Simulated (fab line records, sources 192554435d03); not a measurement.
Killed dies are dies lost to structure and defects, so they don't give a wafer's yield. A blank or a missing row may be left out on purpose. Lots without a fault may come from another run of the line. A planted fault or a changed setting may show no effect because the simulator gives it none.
Split-lot experiment | flow n5_finfet | 7 lots, 21 wafers read, on a route of 1938 steps

THE SPLIT
At N5_BEOL_M10_ETCH_41 (etches SiCN in CH3F/O2, target depth 42.6 nm, time 86 s), the setting source_w was moved away from the recipe's 395 W on 8 of the 21 wafers read, by -13.9% to +14.0%. The other wafers ran this setting at the recipe's value.

The reading is taken at the split's own step.

THE READING
rf_vpp_V, in V, at N5_BEOL_M10_ETCH_41 (etches SiCN in CH3F/O2, target depth 42.6 nm, time 86 s). Fault-free wafers of this fab line usually give 298.0 V, standard deviation 1.5 V.

wafer  | tool, chamber at the split | source_w as run, W | against the recipe | rf_vpp_V, V | against lot-mates on the recipe
L078.1 | rie_diel-06, 0             | 450.4              | +14.0%             | 284.0       | -11.8
L078.3 | rie_diel-06, 1             | 450.4              | +14.0%             | 287.1       | -8.7
L078.5 | rie_diel-06, 2             | 395                | recipe             | 295.8       | -
L081.1 | rie_diel-06, 2             | 344.7              | -12.7%             | 308.6       | +9.8
L081.2 | rie_diel-06, 3             | 395                | recipe             | 298.2       | -
L081.5 | rie_diel-06, 3             | 395                | recipe             | 299.5       | -
L088.3 | rie_diel-05, 3             | 395                | recipe             | 295.9       | -
L088.5 | rie_diel-05, 2             | 395                | recipe             | 298.5       | -
L088.6 | rie_diel-05, 1             | 395                | recipe             | 298.0       | -
L093.3 | rie_diel-05, 2             | 339.9              | -13.9%             | 313.1       | +16.9
L093.5 | rie_diel-05, 3             | 395                | recipe             | 296.2       | -
L093.6 | rie_diel-05, 2             | 339.9              | -13.9%             | 312.5       | +16.3
L094.1 | rie_diel-06, 2             | 395                | recipe             | 296.0       | -
L094.2 | rie_diel-06, 3             | 395                | recipe             | 298.9       | -
L094.6 | rie_diel-06, 2             | 395                | recipe             | 295.8       | -
L096.1 | rie_diel-04, 2             | 362.5              | -8.2%              | 307.4       | +10.8
L096.2 | rie_diel-04, 0             | 395                | recipe             | 296.6       | -
L096.6 | rie_diel-04, 1             | 362.5              | -8.2%              | 304.9       | +8.3
L097.1 | rie_diel-05, 1             | 376                | -4.8%              | 304.0       | +5.9
L097.2 | rie_diel-05, 2             | 395                | recipe             | 299.1       | -
L097.5 | rie_diel-05, 1             | 395                | recipe             | 297.2       | -

THE FIT
A straight line over all 21 wafers: rf_vpp_V changes by -0.966 V for each +1% of source_w; r = -0.98; the points scatter about the line by 1.6 V.
The same after taking each lot's own level away (the mean of its wafers on the recipe; 21 wafers): -0.938 V for each +1%; r = -0.97; scatter 1.8 V.
On that fit, the largest move of source_w shifts the reading by 13 V.
The lots' own levels span 295.80 to 298.85 V, that is 2.0 times the standard deviation above.
So the lot-to-lot level changes the slope little: the two slopes agree.
Check: with one of the wafers moved furthest among these (+14.0%) left out of the fit, the line predicts -12.6 V for it against its lot-mates. It came out at -11.8 V against them.
Tool readings at the split's step, against how far the setting was moved: rf_vpp_V r = -0.98.

OTHER SPLITS ON THESE WAFERS
These wafers also went through other splits before the reading. Each is held against what the fit with the lots' levels taken away leaves over:
other split on the same wafers     | wafers away from the commonest value | r with rf_vpp_V (lot level and that fit taken away)
N5_BEOL_M8_TRENCH_ETCH_37 source_w | 5                                    | +0.40
N5_BEOL_M10_COAT_59 spin_rpm       | 8                                    | +0.25
N5_BEOL_M10_TRENCH_ETCH_37 time_s  | 5                                    | +0.34

THE WHOLE CHAIN: every reading that the file lists as answering this split, in the file's order
step                | what it does                                            | reading                                                        | change (the file's fit)               | r (the file's)
N5_BEOL_M10_ETCH_41 | etches SiCN in CH3F/O2, target depth 42.6 nm, time 86 s | rf_vpp_V                                                       | -0.939 V for each +1% of the setting  | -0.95
N5_BEOL_M10_ETCH_41 | etches SiCN in CH3F/O2, target depth 42.6 nm, time 86 s | etch.depth_nm (the simulator's own value, which no gauge read) | +0.123 nm for each +1% of the setting | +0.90

THE FILE'S OWN FIT
rf_vpp_V changes by -0.939 V for each +1% of source_w, r = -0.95.
